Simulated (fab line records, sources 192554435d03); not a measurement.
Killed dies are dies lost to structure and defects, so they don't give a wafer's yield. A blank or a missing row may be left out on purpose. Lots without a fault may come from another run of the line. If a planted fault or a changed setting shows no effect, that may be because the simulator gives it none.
Matching of chambers ; flow n5_finfet ; N5_PMOS_HMC_CHANNEL_EPI_STRIP_33 on rie_diel-02 has 4 sister chambers
The step strips in N2/H2. 8 wafers are shown with their chamber, then 9 later ones without.

## WAFERS PAIRED WITH THEIR CHAMBERS
wafer;chamber;drypump_motor_current_A (A);showerhead_plenum_p_Torr (Torr)
L289.6;0;6.5;3.20
L291.2;0;6.6;3.20
L292.1;1;5.9;3.38
L292.2;2;5.2;3.45
L292.4;2;5.2;3.44
L294.1;1;5.9;3.38
L294.2;3;5.9;3.45
L294.6;3;5.9;3.45

## WAFERS MISSING THEIR CHAMBER
wafer;drypump_motor_current_A (A);showerhead_plenum_p_Torr (Torr)
L295.2;6.5;3.19
L295.3;5.9;3.37
L295.6;5.9;3.37
L296.1;5.9;3.37
L296.3;5.9;3.45
L296.6;6.5;3.19
L297.1;6.5;3.19
L297.3;5.9;3.44
L297.6;5.9;3.44

## CHAMBER TAKEN BY EACH
wafer;from the rows above;in truth
L295.2;0;0
L295.3;1;1
L295.6;1;1
L296.1;1;1
L296.3;3;3
L296.6;0;0
L297.1;0;0
L297.3;3;3
L297.6;3;3
Correct placement for 9 of the 9. From these rows, 0 cannot be placed. Number placed wrongly: 0.
How it was worked out, from the rows above alone: a wafer's distance from a chamber is the root of the sum, over the readings, of the square of ((its reading less the chamber's mean) divided by the reading's scatter). The wafer belongs to the nearest chamber; if the next one is less than 2 further off, it can't be placed. Each chamber's mean is taken over the wafers shown for it. How the scatter is found: for the shown wafers, subtract from each reading the mean of its chamber, square and add these, divide the total by (wafers less chambers), then take the root.
